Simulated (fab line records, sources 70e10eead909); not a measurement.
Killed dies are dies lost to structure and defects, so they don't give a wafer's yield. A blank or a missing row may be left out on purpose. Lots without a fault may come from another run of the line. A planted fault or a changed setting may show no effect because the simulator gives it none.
Chamber matching | flow nand_harc | NHARC_A_STAIRCASE_DEP_151 on pecvd-03: 3 sister chambers
The step deposits SiO2, target thk 7200 nm. 6 wafers are shown with their chamber, then 12 later ones without.

WAFERS WITH THEIR CHAMBER
wafer  | chamber | heater_power_w (W)
L082.5 | 0       | 566
L085.5 | 0       | 556
L085.6 | 1       | 795
L087.2 | 2       | 739
L087.5 | 2       | 602
L087.6 | 1       | 772

WAFERS WITHOUT THEIR CHAMBER
wafer  | heater_power_w (W)
L093.1 | 853
L093.2 | 616
L093.4 | 589
L095.1 | 621
L095.3 | 860
L095.6 | 592
L095.2 | 753
L095.4 | 599
L095.5 | 743
L097.2 | 642
L097.4 | 594
L097.6 | 744

WHICH CHAMBER EACH WENT THROUGH
wafer  | from the rows above          | in truth
L093.1 | can't be placed: 1 or 2      | 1
L093.2 | can't be placed: 2 or 0 or 1 | 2
L093.4 | can't be placed: 0 or 2      | 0
L095.1 | can't be placed: 2 or 0 or 1 | 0
L095.3 | can't be placed: 1 or 2      | 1
L095.6 | can't be placed: 0 or 2      | 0
L095.2 | can't be placed: 1 or 2      | 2
L095.4 | can't be placed: 0 or 2      | 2
L095.5 | can't be placed: 1 or 2      | 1
L097.2 | can't be placed: 2 or 0 or 1 | 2
L097.4 | can't be placed: 0 or 2      | 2
L097.6 | can't be placed: 1 or 2      | 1
Placed correctly: 0 of 12. Can't be placed from these rows: 12 (the true chamber is among the candidates in 12). Placed wrongly: 0.
How it was worked out, from the rows above alone: a wafer's distance from a chamber is the root of the sum, over the readings, of the square of ((its reading less the chamber's mean) divided by the reading's scatter). The wafer belongs to the nearest chamber; if the next one is less than 2 further off, it can't be placed. A chamber's mean is the mean of its shown wafers. The scatter: the root of (the sum of the squares of (reading less its chamber's mean) over the shown wafers, divided by (wafers less chambers)).
